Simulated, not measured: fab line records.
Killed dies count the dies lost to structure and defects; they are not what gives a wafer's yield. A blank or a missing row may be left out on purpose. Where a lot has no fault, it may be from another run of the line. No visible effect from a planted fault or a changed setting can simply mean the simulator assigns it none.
Which of the tools did it? || flow nandHarc || 6 lots, 18 wafers sampled, at 2 steps of a route of 1302

## WHAT THE GAUGES READ, wafer by wafer
NHARC_A_BONDPAD_CD_MEAS_13.
{"lot": "L949", "measured": "day 23 22:05", "on": "cdSem-01", "cdNm (nm)": "499.9 500.1 498.4"}
{"lot": "L952", "measured": "day 24 14:38", "on": "cdSem-03", "cdNm (nm)": "496.9 498.1 499.4"}
{"lot": "L954", "measured": "day 25 17:55", "on": "cdSem-02", "cdNm (nm)": "499.7 499.6 498.4"}
{"lot": "L957", "measured": "day 28 13:20", "on": "cdSem-03", "cdNm (nm)": "501.2 502.9 498.4"}
{"lot": "L959", "measured": "day 27 21:43", "on": "cdSem-02", "cdNm (nm)": "497.8 499.3 496.9"}
{"lot": "L962", "measured": "day 29 05:19", "on": "cdSem-02", "cdNm (nm)": "499.9 495.9 500.1"}

## EACH LOT AND THE TOOL THAT RAN IT (in order: tool; ch and the chambers of the sampled wafers; start)
{"lot": "L949", "NHARC_A_DECK1_JOINT_CVD_12": "lpcvdPoly-04 ch 0, day 11 18:01"}
{"lot": "L952", "NHARC_A_DECK1_JOINT_CVD_12": "lpcvdPoly-02 ch 0, day 12 07:41"}
{"lot": "L954", "NHARC_A_DECK1_JOINT_CVD_12": "lpcvdPoly-04 ch 0, day 13 19:11"}
{"lot": "L957", "NHARC_A_DECK1_JOINT_CVD_12": "lpcvdPoly-04 ch 0, day 15 09:01"}
{"lot": "L959", "NHARC_A_DECK1_JOINT_CVD_12": "lpcvdPoly-03 ch 0, day 15 13:28"}
{"lot": "L962", "NHARC_A_DECK1_JOINT_CVD_12": "lpcvdPoly-04 ch 0, day 17 02:22"}
- NHARC_A_DECK1_JOINT_CVD_12: deposits poly-Si, target thk 90 nm, time 1800 s.

## THE ANSWER, worked out from the rows above alone
Rule: the lots themselves supply what counts as usual. Put in order of their means at a reading, lots are off if they are a third of the lots or fewer, leave a main group of 4 or more, and stand apart from it by a gap of 3 or more times the standard deviation of the main group's means; of several such gaps the widest counts. If all means in a main group match to the digits the tables above print for the reading, that group is not used. Also off: a lot with no number at a reading for which 4 or more lots have one. The other lots that the step has rows for count as sound.
None of the lots is off at any reading shown; this tells nothing.

## WHAT THE SIMULATOR HAD INSERTED
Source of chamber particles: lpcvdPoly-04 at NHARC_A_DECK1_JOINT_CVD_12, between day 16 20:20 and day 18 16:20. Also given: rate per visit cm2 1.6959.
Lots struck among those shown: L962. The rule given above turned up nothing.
